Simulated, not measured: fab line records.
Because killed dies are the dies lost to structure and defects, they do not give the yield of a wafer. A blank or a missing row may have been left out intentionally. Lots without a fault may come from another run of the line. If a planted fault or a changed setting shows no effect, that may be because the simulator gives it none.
Problem report in the 8D (eight disciplines) form, filled by code    flow n5-finfet    the parts of the form that need people (team, actions taken, sign-off) are left out
Where a reading is given only as a bound, like >300, the bound stands for it, and a mean or a difference that rests on one is marked > or <: the true number lies beyond.

1. WHAT WENT WRONG
raw-defect-count at N5_BEOL_M14_INSPECT_12 reads a mean of >300 on 2 wafers of 1 lot; wafers without a fault read 2.1 with a standard deviation of 1.4. So: +99 or more standard deviations from the usual mean.
The step: inspects for defects (macro).
First observed at day 16 12:42: wafer L688.1, on defect-inspect-01. The record holds 30 wafers of 10 lots with a number at this step. By rule, "out" or "out of limits" means more than 4 standard deviations away from the usual mean. The other wafers with a number count as sound.

2. WHAT THIS IS AND IS NOT
question                     is                 is not
which readings at this step  raw-defect-count   -
which lots                   L688               L674, L675, L678, L679, L680, L682, L683, L686, L695
which wafers of those lots   L688.1, L688.5     L688.4
read on which gauges         defect-inspect-01  defect-inspect-02
when                         from day 16 12:42  up to then (25 sound wafers); but 3 sound wafers of L695 came after

3. THE SUSPECTS, EACH WITH WHAT RULES IT OUT
Counting: any tool at a process step up to the reading remains a suspect provided it ran every lot that is out. Sound lots after the first of them don't rule it out here, since some wafers of a struck lot are sound.
- the gauge at N5_BEOL_M14_INSPECT_12: ruled out. All the wafers that are out were read on defect-inspect-01, but those of them that N5_PASSIVATION_PROBE_49 has rows for are out there too, on other tools.
- rtp-anneal-01 at N5_BEOL_M13_ANNEAL_48 (time 90 s): kept. It processed L688, the lot that is out, at day 16 11:14, and its most recent sound lot before then was L686 at day 15 18:10.
- pecvd-04 at N5_BEOL_M14_ILD_DEP_00 (deposits SiO2 from TEOS/O2, target thk 1119.3 nm, time 237.4 s): kept. It processed L688, the lot that is out, at day 16 12:02, and its most recent sound lot before then was L682 at day 14 01:08.
- Within pecvd-04 at N5_BEOL_M14_ILD_DEP_00, the wafers that are out were processed in chamber 1 and their sound lot-mates in chamber 2.
The count leaves pecvd-04 at N5_BEOL_M14_ILD_DEP_00 and rtp-anneal-01 at N5_BEOL_M13_ANNEAL_48.

4. THE CAUSE (what the simulator had put in)
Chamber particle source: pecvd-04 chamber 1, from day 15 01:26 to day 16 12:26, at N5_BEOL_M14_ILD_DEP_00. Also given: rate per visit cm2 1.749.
Counting left 2 suspects, and this tool is among them.

5. THE EFFECT CHAIN, in route order
Each row: a reading where the mean over the struck wafers with a number is more than 3 standard deviations away from the usual. Scope: only readings with a usual standard deviation given in the record; hours: median across lots of the time from each lot's start at the first step in this table that gives one to its start at this step; sigmas: change in usual standard deviations.
hours  step                     reading               usual   on struck wafers  change  sigmas
0      N5_BEOL_M14_INSPECT_12   raw-defect-count      2.1     >300              >+298   +99 or more
25     N5_PASSIVATION_PROBE_49  defect-limited-yield  91.7 %  78.8              -13.0   -8.6
25     N5_PASSIVATION_PROBE_49  killed_at_M4_up       14      155               +141    +27
25     N5_PASSIVATION_PROBE_49  killed-dies           98      250               +152    +8.5
25     N5_PASSIVATION_PROBE_49  sort_bin_5_function   4.9 %   13.0              +8.1    +8.9
25     N5_PASSIVATION_PROBE_49  sort-n-pass           1082    930               -152    -8.5
25     N5_PASSIVATION_PROBE_49  sort-yield-pct        91.7 %  78.8              -13.0   -8.6
It contains these process steps:
- N5_PASSIVATION_PROBE_49

6. HOW IT WOULD HAVE BEEN CAUGHT EARLIER
In this record the first reading out of limits at a measuring or inspecting step was taken at day 16 12:42, 35 hours after the fault began at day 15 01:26.
Of the tool readings at N5_BEOL_M14_ILD_DEP_00 for which the record gives a usual standard deviation, none was out on any struck wafer, so an alarm limit of 4 standard deviations on them would not have fired.
By day 16 12:42 the whole set of lots that are out, 1 in number, had already begun N5_BEOL_M14_ILD_DEP_00 on pecvd-04. A hold on the tool at that time would have spared none of them.
